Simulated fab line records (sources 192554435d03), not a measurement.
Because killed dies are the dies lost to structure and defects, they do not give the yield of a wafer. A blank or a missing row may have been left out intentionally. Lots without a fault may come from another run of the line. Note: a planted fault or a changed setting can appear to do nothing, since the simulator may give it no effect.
Which tool is to blame?    flow n5-finfet    Sampling: 9 lots, 27 wafers, 7 of 1938 route steps

== WHAT THE GAUGES READ, wafer by wafer ==
N5_BEOL_M3_THK_MEAS_53: measures by xrf.
lot   measured      on             M3_THK (nm)
L693  day 8 09:31   film-metro-01  40.2 41.8 42.5
L694  day 8 14:00   film-metro-02  40.7 35.7 41.8
L699  day 10 01:40  film-metro-01  37.9 37.5 41.8
L701  day 10 09:38  film-metro-02  40.3 43.0 39.3
L711  day 13 06:10  film-metro-02  40.3 40.1 157.4
L712  day 13 07:56  film-metro-01  41.3 150.8 42.0
L714  day 13 20:19  film-metro-01  37.2 40.7 39.5
L715  day 13 22:37  film-metro-02  39.5 39.1 39.8
L716  day 14 07:25  film-metro-02  40.0 39.7 40.6

N5_BEOL_M3_INSPECT_59: inspects for defects (darkfield).
lot   measured      on                 raw-defect-count
L693  day 8 09:50   defect-inspect-01  94 50 72
L694  day 8 14:22   defect-inspect-01  58 71 59
L699  day 10 01:58  defect-inspect-01  64 79 49
L701  day 10 09:55  defect-inspect-02  92 68 37
L711  day 13 06:31  defect-inspect-01  58 65 5175
L712  day 13 08:14  defect-inspect-01  51 4996 63
L714  day 13 20:36  defect-inspect-01  90 76 92
L715  day 13 22:54  defect-inspect-01  125 84 104
L716  day 14 07:43  defect-inspect-02  69 55 22

N5_BEOL_M4_RC_MEAS_101.
lot   measured      on         DIBL_N (mV/V)   DIBL_P (mV/V)   IOFF_N (nA/um)     IOFF_P (nA/um)  ION_N (uA/um)  ION_P (uA/um)  SS_N (mV/dec)   SS_P (mV/dec)   VT_N (mV)    VT_P (mV)
L693  day 9 13:23   prober-02  37.6 35.0 36.7  37.7 34.2 37.0  0.208 0.148 0.181  0.24 0.19 0.23  694 678 676    467 468 460    71.5 71.5 71.1  74.4 73.2 73.8  245 247 247  -250 -250 -248
L694  day 9 16:58   prober-02  36.0 39.0 35.8  33.8 39.3 34.8  0.128 0.195 0.135  0.19 0.27 0.20  644 685 658    452 472 451    70.7 71.7 71.0  72.8 73.7 73.5  254 249 253  -255 -247 -252
L699  day 11 00:16  prober-01  34.5 35.3 35.4  34.7 34.3 34.9  0.136 0.138 0.137  0.18 0.16 0.17  683 655 667    459 444 452    70.8 71.7 71.6  73.2 73.0 72.5  250 251 249  -252 -254 -254
L701  day 11 04:52  prober-01  35.7 36.1 36.9  34.9 36.7 36.5  0.159 0.173 0.179  0.24 0.28 0.27  678 685 678    474 478 478    70.0 70.5 71.5  72.7 73.2 73.3  251 250 248  -242 -245 -244
L711  day 14 01:10  prober-01  34.8 35.3       34.1 34.8       0.139 0.144        0.19 0.19       680 671        466 457        70.9 70.9       72.9 72.8       250 251      -251 -251
L712  day 14 03:41  prober-01  36.5 34.0       35.9 34.3       0.157 0.127        0.23 0.20       671 683        466 477        71.4 71.1       72.8 72.5       248 251      -249 -251
L714  day 14 09:38  prober-02  36.3 34.6 37.7  36.8 35.0 38.3  0.149 0.125 0.171  0.21 0.17 0.22  681 665 680    467 463 469    71.3 71.1 71.8  72.9 73.0 73.6  248 251 250  -253 -256 -250
L715  day 14 13:03  prober-02  37.0 38.2 36.7  38.1 39.0 37.3  0.190 0.210 0.182  0.24 0.25 0.23  696 696 685    478 474 468    70.9 71.6 71.7  74.2 73.7 73.2  244 242 248  -249 -248 -246
L716  day 15 06:53  prober-02  37.4 37.5 36.9  38.5 37.4 37.8  0.181 0.181 0.172  0.25 0.24 0.24  683 694 696    464 476 480    72.0 72.1 71.8  73.1 73.9 73.8  248 246 249  -249 -248 -249

== WHAT TOOL EACH LOT RAN ON (gives the tool, then ch and the chambers of the sampled wafers, and finally the start) ==
lot   N5_BEOL_M3_SPUTTER_79         N5_BEOL_M3_ANNEAL_89          N5_BEOL_M3_SPUTTER_94         N5_BEOL_M3_CMP_52
L693  pvd-sputter-03, day 8 07:11   pvd-sputter-03, day 8 07:56   pvd-sputter-03, day 8 08:31   cmp-04 ch 0,3, day 8 09:13
L694  pvd-sputter-01, day 8 11:29   pvd-sputter-01, day 8 12:14   pvd-sputter-01, day 8 12:49   cmp-04 ch 1,2,3, day 8 13:44
L699  pvd-sputter-03, day 9 23:14   pvd-sputter-03, day 10 00:01  pvd-sputter-03, day 10 00:35  cmp-02 ch 0,2,3, day 10 01:25
L701  pvd-sputter-03, day 10 07:18  pvd-sputter-03, day 10 08:02  pvd-sputter-03, day 10 08:37  cmp-04 ch 1,2,3, day 10 09:25
L711  pvd-sputter-02, day 13 03:50  pvd-sputter-02, day 13 04:35  pvd-sputter-02, day 13 05:10  cmp-04 ch 0,2,3, day 13 05:57
L712  pvd-sputter-03, day 13 05:36  pvd-sputter-03, day 13 06:20  pvd-sputter-03, day 13 06:55  cmp-04 ch 1,3, day 13 07:39
L714  pvd-sputter-03, day 13 17:59  pvd-sputter-03, day 13 18:44  pvd-sputter-03, day 13 19:19  cmp-02 ch 1,2,3, day 13 20:01
L715  pvd-sputter-01, day 13 20:16  pvd-sputter-01, day 13 21:00  pvd-sputter-01, day 13 21:35  cmp-03 ch 1,2,3, day 13 22:22
L716  pvd-sputter-01, day 14 05:04  pvd-sputter-01, day 14 05:49  pvd-sputter-01, day 14 06:23  cmp-02 ch 1,2,3, day 14 07:10
- N5_BEOL_M3_SPUTTER_79: material Cu, target thk 4.5 nm, time 8.29 s.
- N5_BEOL_M3_ANNEAL_89: time 240 s.
- N5_BEOL_M3_SPUTTER_94: material Cu, target thk 4.5 nm, time 8.29 s.
- N5_BEOL_M3_CMP_52: polishes, stops on SiOC, t overpolish 6.8 s, target thk 40 nm.

== WHAT THE TOOLS THEMSELVES READ (means of the sampled wafers that have a number; where no wafer has one, the mark that the record gives instead) ==
N5_BEOL_M3_SPUTTER_79.
lot   tool            throttle-valve-pct (%)
L693  pvd-sputter-03  29.1
L694  pvd-sputter-01  32.0
L699  pvd-sputter-03  29.7
L701  pvd-sputter-03  29.5
L711  pvd-sputter-02  30.2
L712  pvd-sputter-03  29.6
L714  pvd-sputter-03  29.5
L715  pvd-sputter-01  30.4
L716  pvd-sputter-01  31.9

N5_BEOL_M3_ANNEAL_89.
lot   tool            heater-power-w (W)
L693  pvd-sputter-03  805
L694  pvd-sputter-01  731
L699  pvd-sputter-03  778
L701  pvd-sputter-03  776
L711  pvd-sputter-02  782
L712  pvd-sputter-03  788
L714  pvd-sputter-03  771
L715  pvd-sputter-01  782
L716  pvd-sputter-01  918

N5_BEOL_M3_SPUTTER_94.
lot   tool            throttle-valve-pct (%)
L693  pvd-sputter-03  29.1
L694  pvd-sputter-01  31.9
L699  pvd-sputter-03  29.5
L701  pvd-sputter-03  29.5
L711  pvd-sputter-02  30.0
L712  pvd-sputter-03  29.6
L714  pvd-sputter-03  29.7
L715  pvd-sputter-01  30.5
L716  pvd-sputter-01  32.0

N5_BEOL_M3_CMP_52.
lot   tool    barrier-field-endpoint-s (s)  motor-current-A (A)  overpolish-run-s (s)  slurry-filter-dp-kPa (kPa)  time-to-endpoint-s (s)
L693  cmp-04  25.0                          6.0                  6.808                 13.59                       66
L694  cmp-04  24.3                          5.9                  6.801                 13.54                       61
L699  cmp-02  23.8                          6.4                  6.797                 13.64                       56
L701  cmp-04  24.7                          6.2                  6.809                 13.45                       63
L711  cmp-04  29.9                          5.9                  4.550                 13.73                       70
L712  cmp-04  30.3                          5.9                  4.546                 13.62                       71
L714  cmp-02  24.2                          6.0                  6.796                 13.40                       61
L715  cmp-03  24.7                          5.9                  6.803                 13.53                       64
L716  cmp-02  25.3                          6.1                  6.808                 13.59                       62

== THE ANSWER, worked out from the rows above alone ==
Rule: the usual values come from the lots themselves. The widest of any qualifying gaps counts: lots, ordered by their means at a reading, are off when they make up no more than a third of the lots, leave a main group of 4 or more, and stand apart from it by 3 or more times the standard deviation of that group's means. The tables above print the reading to a certain number of digits; a main group whose means all agree to those digits is not used. Also off: a lot with no number at a reading for which 4 or more lots have one. All remaining lots with rows at the step are treated as sound. Order of review: gauges by route order, followed by the tools' own readings, for which a lot's mean as printed above is used. At the first step where some lot is off, the reading lying furthest off is the one used; lots without a number count as furthest.
Off: L711, L712, seen at N5_BEOL_M3_THK_MEAS_53 (M3_THK). Main group: mean 39.9 nm, sd 0.87.
If a tool, at a process step before that reading, ran all the lots that are off and no sound lot after the first of them, it fits. The gauges at N5_BEOL_M3_THK_MEAS_53 aren't tried: what is off there is off at N5_BEOL_M3_INSPECT_59 too, on other tools, and a gauge's error can't cause that. One fits: N5_BEOL_M3_CMP_52 on cmp-04. A fault onset in the window from L701 (day 10 09:25, its last sound lot) to L711 (day 13 05:57, its first lot off) fits.
The tool's own readings at N5_BEOL_M3_CMP_52 bear it out: on the lots that are off they differ by more than 5 times the standard deviation of the sound lots' means. barrier-field-endpoint-s reads 30.1 s there against 24.6 s on the sound lots; overpolish-run-s reads 4.548 s there against 6.803 s on the sound lots.

== WHAT THE SIMULATOR HAD PUT IN ==
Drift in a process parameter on cmp-04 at N5_BEOL_M3_CMP_52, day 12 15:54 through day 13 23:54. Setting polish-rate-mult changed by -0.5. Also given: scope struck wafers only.
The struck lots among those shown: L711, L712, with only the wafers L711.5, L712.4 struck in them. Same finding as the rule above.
